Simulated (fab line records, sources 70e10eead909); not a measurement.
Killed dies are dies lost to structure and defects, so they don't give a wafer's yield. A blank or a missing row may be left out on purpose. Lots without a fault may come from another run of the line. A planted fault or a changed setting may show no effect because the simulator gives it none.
Chamber matching | flow nand_harc | NHARC_A_SLIT_DEP_23 on pecvd-01: 3 sister chambers
The step deposits SiON, target thk 100 nm. 3 wafers are shown with their chamber, then 7 later ones without.

WAFERS WITH THEIR CHAMBER
wafer  | chamber | heater_power_w (W)
L604.5 | 2       | 820
L608.2 | 1       | 731
L608.4 | 0       | 743

WAFERS WITHOUT THEIR CHAMBER
wafer  | heater_power_w (W)
L608.6 | 736
L611.2 | 870
L611.4 | 874
L611.6 | 764
L617.1 | 742
L617.2 | 830
L617.5 | 748

WHICH CHAMBER EACH WENT THROUGH
wafer  | from the rows above          | in truth
L608.6 | can't be placed: 1 or 0      | 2
L611.2 | 2                            | 2
L611.4 | 2                            | 2
L611.6 | can't be placed: 0 or 1 or 2 | 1
L617.1 | can't be placed: 0 or 1      | 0
L617.2 | 2                            | 2
L617.5 | can't be placed: 0 or 1      | 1
Placed correctly: 3 of 7. Can't be placed from these rows: 4 (the true chamber is among the candidates in 3). Placed wrongly: 0.
How it was worked out, from the rows above alone: a wafer's distance from a chamber is the root of the sum, over the readings, of the square of ((its reading less the chamber's mean) divided by the reading's scatter). The wafer belongs to the nearest chamber; if the next one is less than 2 further off, it can't be placed. A chamber's mean is the mean of its shown wafers. The scatter: with one shown wafer a chamber, the root of the mean of the squares of how far each hidden wafer lies from its nearest shown one.
